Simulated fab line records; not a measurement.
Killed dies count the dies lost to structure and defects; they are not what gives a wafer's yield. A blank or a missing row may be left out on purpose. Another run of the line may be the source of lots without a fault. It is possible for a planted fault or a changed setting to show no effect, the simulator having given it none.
Comparing a struck lot with a sound one / flow nand harc / 15 steps out of a route of 1302
Sound: these wafers, L984.2, L984.5, L984.6. Wafers L975.1, L975.3, L975.6 were the ones struck. The cause comes at the end.
At each step with rows: each side's tool, then ch and its chambers, then its first start. Under that, the readings that differ: sound wafers / struck wafers / difference of the means / sigmas: that difference in standard deviations of wafers without a fault.
alike: a reading whose means differ by less than 2 such deviations, as well as words and numbers matching on both sides. not compared: withheld readings; readings where some wafer has no value; bounds like >300 that might hide an equal value; numbers whose values overlap and for which the record gives no deviation.
The two part at a step that has a row with sigmas, a row that says differs or no value, or rows on one side only. When numbers do not overlap yet have no deviation, they are printed without sigmas and do not part them. A reading missing from all wafers of one side parts the sides only when that side holds two or more wafers.

first, 3 steps without rows for these wafers: NHARC_A_CONTACT_EXPOSE_05 (exposes mask A CC); NHARC_A_CONTACT_PEB_06 (peb time 65 s); NHARC_A_CONTACT_DEVELOP_07 (develop time 35 s).
NHARC_A_CONTACT_CD_MEAS_08: target cd 200 nm.
  sound on cd sem-03 ch 0, day 30 08:58; struck on cd sem-03 ch 0, day 27 06:14
  alike: cd nm
NHARC_A_CONTACT_OVL_MEAS_09:
  sound on overlay-01, day 30 09:04; struck on overlay-01, day 27 06:20
reading=overlay x nm (nm); sound=1.9 0.9 1.6; struck=-1.6 -1.3 -1.8; difference=-3.0; sigmas=-3
  alike: overlay y nm
NHARC_A_CONTACT_INSPECT_10:
  sound on defect inspect-01, day 30 09:06; struck on defect inspect-02, day 27 06:22
  alike: raw defect count
NHARC_A_CONTACT_DESCUM_13: chemistry O2, time 3 s.
  sound on rie diel-03 ch 0,1,3, day 30 09:10; struck on rie diel-11 ch 1,2,3, day 27 06:26
reading=rf vpp V (V); sound=58.4 58.9 59.0; struck=57.5 55.7 57.8; difference=-1.8; sigmas=-2
  alike: drypump motor current A, oes product au, showerhead plenum p Torr, throttle valve pct
  not compared: rf hours counter h
then, 1 step without rows for these wafers: NHARC_A_CONTACT_ETCH_88 (etches the open film in CF4, target depth 39 nm, time 65 s).
NHARC_A_CONTACT_ETCH_89: etches the open film in N2/H2, target depth 260 nm, time 475.3 s.
  sound: rie diel-03 ch 1,2; struck: rie diel-11 ch 1,2,3
  alike: bias w, chamber pressure mTorr, drypump motor current A, oes product au, rf vpp V, showerhead plenum p Torr, throttle valve pct
  not compared: rf hours counter h
NHARC_A_CONTACT_ETCH_30: etches the open film in CF4/CHF3, target depth 72.6 nm, time 36.3 s.
  sound: rie diel-03 ch 0,2,3; struck: rie diel-11 ch 1,2,3
  alike: bias w, cf4 flow sccm, drypump motor current A, oes product au, rf vpp V, showerhead plenum p Torr, throttle valve pct
  not compared: rf hours counter h
then, 1 step without rows for these wafers: NHARC_A_CONTACT_ETCH_31 (etches the open film in O2/COS, target depth 2800 nm, time 728 s).
NHARC_A_CONTACT_ETCH_134: etches the open film in C4F8/O2/Ar, time 140 s, target depth 700 nm.
  sound on har cap etch-03 ch 0,1, day 30 10:19; struck on har cap etch-03 ch 0,1, day 27 07:51
  alike: chamber pressure mTorr, oes air line au
  not compared: rf hours counter h
NHARC_A_CONTACT_ETCH_135: etches the open film in C4F8/O2/Ar, time 311 s, target depth 1912 nm.
  sound on har cap etch-03 ch 0,1, day 30 10:32; struck on har cap etch-03 ch 0,1, day 27 08:04
  no value came back on the struck wafers for chamber pressure mTorr (mTorr), oes air line au (a.u.), time s (s); on the sound wafers chamber pressure mTorr (mTorr) reads 20.013 19.991 19.981
  not compared: rf hours counter h
NHARC_A_CONTACT_ETCH_136: etches the open film in C4F8/O2/Ar, time 311 s, target depth 1912 nm.
  sound on har cap etch-03 ch 0,1, day 30 10:48; struck on har cap etch-03 ch 0,1, day 27 08:20
  alike: chamber pressure mTorr, oes air line au
  not compared: rf hours counter h
-- jump in the record: it breaks off in module A_CONTACT and resumes in module END (first step shown: number 1302 of the route), and 5 days separate the struck wafers' starts before and after --
NHARC_END_SORT_01:
  at this point the record logs the struck wafers (prober-01 ch 0, day 32 00:34) and has no rows for the sound ones

== WHERE THEY PART ==
First at NHARC_A_CONTACT_OVL_MEAS_09; last, within this record, at NHARC_END_SORT_01.

WHY: what had been put in by the simulator
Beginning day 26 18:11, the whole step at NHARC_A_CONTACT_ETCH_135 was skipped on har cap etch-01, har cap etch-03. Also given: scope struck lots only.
